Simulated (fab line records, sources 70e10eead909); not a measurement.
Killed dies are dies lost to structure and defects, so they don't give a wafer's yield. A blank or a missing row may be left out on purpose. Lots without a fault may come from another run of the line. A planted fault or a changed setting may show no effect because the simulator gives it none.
Chamber matching | flow nand_harc | NHARC_P_M1_PRE_CLEAN_32 on pecvd-03: 3 sister chambers
The step time 12 s. 27 wafers are shown with their chamber, then 12 later ones without.

WAFERS WITH THEIR CHAMBER
wafer  | chamber | heater_power_w (W) | heater_power_outer_w (W)
L077.3 | 2       | 571                | 320
L077.4 | 1       | 587                | 329
L077.6 | 2       | 560                | 315
L078.2 | 2       | 576                | 319
L078.5 | 2       | 561                | 305
L078.6 | 0       | 640                | 381
L079.4 | 0       | 665                | 398
L079.5 | 1       | 566                | 318
L079.6 | 2       | 565                | 316
L083.1 | 0       | 658                | 374
L083.4 | 1       | 627                | 370
L083.6 | 0       | 642                | 379
L082.2 | 0       | 654                | 388
L082.5 | 1       | 587                | 355
L082.6 | 2       | 538                | 289
L084.4 | 2       | 525                | 278
L084.5 | 0       | 642                | 387
L084.6 | 1       | 615                | 364
L085.2 | 0       | 614                | 362
L085.3 | 1       | 600                | 340
L085.5 | 1       | 586                | 340
L087.1 | 0       | 649                | 390
L087.4 | 2       | 539                | 302
L087.5 | 1       | 578                | 339
L090.3 | 1       | 614                | 358
L090.5 | 1       | 606                | 360
L090.6 | 0       | 652                | 411

SIGNATURES (means of the wafers above)
reading              | chamber 0 | chamber 1 | chamber 2 | scatter within a chamber
heater_power_w       | 646.22    | 596.60    | 554.38    | 17.4
heater_power_outer_w | 385.56    | 347.30    | 305.50    | 15.4
Rule: a wafer's distance from a chamber is the root of the sum, over the readings, of the square of ((its reading less the chamber's mean) divided by the reading's scatter). The wafer belongs to the nearest chamber; if the next one is less than 2 further off, it can't be placed. The scatter: the root of (the sum of the squares of (reading less its chamber's mean) over the shown wafers, divided by (wafers less chambers)).

WAFERS WITHOUT THEIR CHAMBER
wafer  | heater_power_w (W) | heater_power_outer_w (W)
L089.1 | 613                | 346
L089.2 | 504                | 273
L089.5 | 595                | 346
L092.2 | 527                | 291
L092.3 | 692                | 436
L092.6 | 519                | 288
L091.1 | 542                | 291
L091.4 | 607                | 361
L091.6 | 535                | 304
L094.1 | 513                | 288
L094.3 | 653                | 384
L094.4 | 511                | 286

WHICH CHAMBER EACH WENT THROUGH
wafer  | from the rows above     | in truth
L089.1 | 1                       | 1
L089.2 | 2                       | 2
L089.5 | 1                       | 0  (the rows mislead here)
L092.2 | 2                       | 2
L092.3 | 0                       | 0
L092.6 | 2                       | 2
L091.1 | 2                       | 2
L091.4 | can't be placed: 1 or 0 | 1
L091.6 | 2                       | 2
L094.1 | 2                       | 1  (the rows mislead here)
L094.3 | 0                       | 0
L094.4 | 2                       | 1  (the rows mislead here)
Placed correctly: 8 of 12. Can't be placed from these rows: 1 (the true chamber is among the candidates in 1). Placed wrongly: 3.
